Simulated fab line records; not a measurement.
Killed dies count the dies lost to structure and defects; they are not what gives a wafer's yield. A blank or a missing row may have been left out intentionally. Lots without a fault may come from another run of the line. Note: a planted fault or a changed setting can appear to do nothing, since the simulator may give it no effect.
Which of the tools did it? -- flow n5_finfet -- 10 lots with 30 wafers sampled at 2 steps, on a route of 1938 steps

## WHAT THE GAUGES SHOWED, per wafer
N5_PASSIVATION_INSPECT_61: inspects for defects (macro).
lot,measured,on,raw_defect_count
L644,day 11 16:17,defect_inspect-01,3 2 3
L647,day 12 22:02,defect_inspect-01,1 2 5
L646,day 12 23:56,defect_inspect-02,1 1 2
L649,day 13 07:58,defect_inspect-02,1 0 0
L651,day 14 00:50,defect_inspect-02,0 4 1
L652,day 14 10:23,defect_inspect-02,2 2 3
L660,day 17 02:10,defect_inspect-01,1 1 3
L662,day 17 09:14,defect_inspect-01,2 1 1
L664,day 18 05:31,defect_inspect-02,3 1 2
L665,day 18 05:21,defect_inspect-02,4 2 5

## WHICH TOOL RAN EACH LOT (tool, then ch and the chambers of the sampled wafers, then the start)
lot,N5_BEOL_M15_PRE_CLEAN_42
L644,"pvd_sputter-02, day 11 07:24"
L647,"pvd_sputter-03, day 12 15:05"
L646,"pvd_sputter-02, day 12 15:08"
L649,"pvd_sputter-03, day 12 22:11"
L651,"pvd_sputter-03, day 13 16:52"
L652,"pvd_sputter-02, day 14 02:59"
L660,"pvd_sputter-03, day 16 17:17"
L662,"pvd_sputter-02, day 16 23:45"
L664,"pvd_sputter-01, day 17 16:44"
L665,"pvd_sputter-02, day 17 17:48"
- N5_BEOL_M15_PRE_CLEAN_42: time 30 s.

## AS READ BY THE TOOLS THEMSELVES (means over the sampled wafers that have a number; for cases with no such wafer, the mark the record gives instead)
N5_BEOL_M15_PRE_CLEAN_42.
lot,tool,heater_power_w (W)
L644,pvd_sputter-02,498
L647,pvd_sputter-03,463
L646,pvd_sputter-02,487
L649,pvd_sputter-03,485
L651,pvd_sputter-03,451
L652,pvd_sputter-02,469
L660,pvd_sputter-03,466
L662,pvd_sputter-02,492
L664,pvd_sputter-01,405
L665,pvd_sputter-02,494

## THE ANSWER, worked out from the rows above alone
Rule: the usual values come from the lots themselves. Put in order of their means at a reading, lots are off if they are a third of the lots or fewer, leave a main group of 4 or more, and stand apart from it by a gap of 3 or more times the standard deviation of the main group's means; of several such gaps the widest counts. A main group whose means are all the same, to the digits that the tables above print for the reading, isn't used. Also off: a lot with no number at a reading for which 4 or more lots have one. The other lots that the step has rows for count as sound. Order of review: gauges by route order, followed by the tools' own readings, for which a lot's mean as printed above is used. The first step at which some lot is off is used, and at that step the reading that is off furthest; a lot without a number counts as furthest.
None of the lots is off at any reading shown; this tells nothing.

## WHAT THE SIMULATOR HAD INSERTED
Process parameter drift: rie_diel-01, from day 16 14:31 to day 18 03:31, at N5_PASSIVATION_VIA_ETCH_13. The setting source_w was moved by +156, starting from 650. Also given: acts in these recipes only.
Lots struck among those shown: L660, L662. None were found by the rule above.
